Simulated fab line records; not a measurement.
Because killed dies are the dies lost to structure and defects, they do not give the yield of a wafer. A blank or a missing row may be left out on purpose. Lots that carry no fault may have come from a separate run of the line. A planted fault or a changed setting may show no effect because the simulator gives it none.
Comparing a struck lot with a sound one	flow nandHarc	13 steps out of a route of 1159
Sound: these wafers, L559.1, L559.5, L559.6. The struck wafers were L554.1, L554.2, L554.5. The cause is named last.
Each step with rows lists, per side, the tool, then ch with its chambers, then its first start. Under that, the readings that differ: sound wafers	struck wafers	difference of the means	sigmas: that difference in standard deviations of wafers without a fault.
alike: same words and numbers on both sides, and readings whose means sit less than 2 such deviations apart. not compared: any withheld reading, any reading some wafer has no value for, any bound like >300 that may hide the same value, and any number with overlapping values for which the record gives no deviation.
The two part at a step that has a row with sigmas, a row that says differs or no value, or rows on one side only. Numbers that have no deviation but don't overlap get no sigmas and don't part them. Lack of a reading on every wafer of one side parts them only where that side has two or more wafers.

NHARC_A_BLC_CVD_24: deposits W, target thk 150 nm, time 434 s.
  sound: cvdW-02 ch 0,1; struck: cvdW-02 ch 0,1
  alike: chamberPressureTorr, heaterPowerW, mfcWf6Sccm, throttleValvePct
NHARC_A_BLC_CMP_25: polishes, t overpolish 30 s, target thk 150 nm.
  sound on cmp-01 ch 0,1, day 20 09:03; struck on cmp-03 ch 2,3, day 18 20:50
  alike: edgeZonePressureFrac, motorCurrentA, overpolishRunS, timeToEndpointS
following that, these wafers have no rows for 1 step: NHARC_A_BLC_SRD_27.
NHARC_A_BLC_INSPECT_28:
  sound on defectInspect-01, day 20 09:26; struck on defectInspect-01, day 18 21:15
  alike: rawDefectCount
then, 7 steps without rows for these wafers: NHARC_A_M0_DEP_00 (deposits SiOC, target thk 150 nm); NHARC_A_M0_DEHYDRATE_01 (time 120 s); NHARC_A_M0_HMDS_02 (time 30 s); NHARC_A_M0_COAT_33 (time 65 s); NHARC_A_M0_COAT_03 (resist thk 90 nm); NHARC_A_M0_SOFTBAKE_04 (time 55 s); NHARC_A_M0_EBR_05.
NHARC_A_M0_EXPOSE_06: exposes mask A M0, target cd 80 nm.
  sound on arfiScanner-03 ch 0, day 20 10:04; struck on arfiScanner-03, day 18 21:53
  no value came back on the struck wafers for exposureDoseMJCm2, focusOffsetNm (nm); on the sound wafers exposureDoseMJCm2 reads 83.19 83.15 83.26
  alike: mask
then, 1 step without rows for these wafers: NHARC_A_M0_PEB_07 (peb time 65 s).

== WHERE THEY PART ==
At NHARC_A_M0_EXPOSE_06 and nowhere else, as far as this record goes.

WHY: what had been put in by the simulator
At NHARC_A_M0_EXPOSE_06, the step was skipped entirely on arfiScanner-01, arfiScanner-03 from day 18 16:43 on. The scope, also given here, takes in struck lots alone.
